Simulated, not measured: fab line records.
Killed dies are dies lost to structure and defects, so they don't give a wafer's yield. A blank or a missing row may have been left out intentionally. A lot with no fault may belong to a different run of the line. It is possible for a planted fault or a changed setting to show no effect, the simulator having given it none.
One fault seen from 2 desks | flow nand-harc | what lay behind the numbers comes last; until then each desk has only its own

## METROLOGY DESK
Lot by lot, what the gauges showed, no matter which tool ran the lot: averages of those sampled wafers that carry a number. Any lot whose mean is over 4 standard deviations away from the usual mean is out of limits and marked OUT; that distance is given in the brackets.
Columns: A = cd-nm at NHARC_THIN_TSV_CD_MEAS_33, usual 4999.1 nm
lot  | first seen here | A
L507 | day 24 14:38    | 5000.0
L508 | day 24 15:51    | 4999.5
L510 | day 24 19:38    | 4998.0
L509 | day 24 20:41    | 4997.8
L511 | day 25 21:59    | 4998.4
L513 | day 26 11:02    | 5001.3
L515 | day 27 20:38    | 4998.1
L517 | day 27 21:58    | 5001.1
L516 | day 28 04:04    | 4999.6
L518 | day 28 12:23    | 4998.5
L520 | day 29 16:56    | 4999.1
L529 | day 33 07:47    | 4999.7
L530 | day 33 19:34    | 4998.0
Result from this desk: across the 13 lots, nothing is out of limits.

## FOR THE TOOL OWNER'S DESK: pvd-sputter-03
The tool's own readings at NHARC_A_BONDPAD_PVD_27 (deposits Cu, target thk 30 nm, time 20.49 s): means of the sampled wafers that have a number, for each lot that ran on this tool. Any lot whose mean is over 4 standard deviations away from the usual mean is out of limits and marked OUT; that distance is given in the brackets.
Columns: A = throttle-valve-pct at NHARC_A_BONDPAD_PVD_27, usual 30.1 %
lot  | first seen here | A
L507 | day 23 15:49    | 29.1
L508 | day 23 16:45    | 29.4
L510 | day 24 00:53    | 29.1
L517 | day 27 02:14    | 29.4
L518 | day 27 15:52    | 28.6
L520 | day 28 20:28    | 29.8
L530 | day 32 22:10    | 29.4
Result from this desk: across the 7 lots, nothing is out of limits.

## TAKEN TOGETHER
Metrology desk: nothing out of limits seen.
Nothing out of limits was seen by the tool owner's desk.

## WHAT THE SIMULATOR PUT IN
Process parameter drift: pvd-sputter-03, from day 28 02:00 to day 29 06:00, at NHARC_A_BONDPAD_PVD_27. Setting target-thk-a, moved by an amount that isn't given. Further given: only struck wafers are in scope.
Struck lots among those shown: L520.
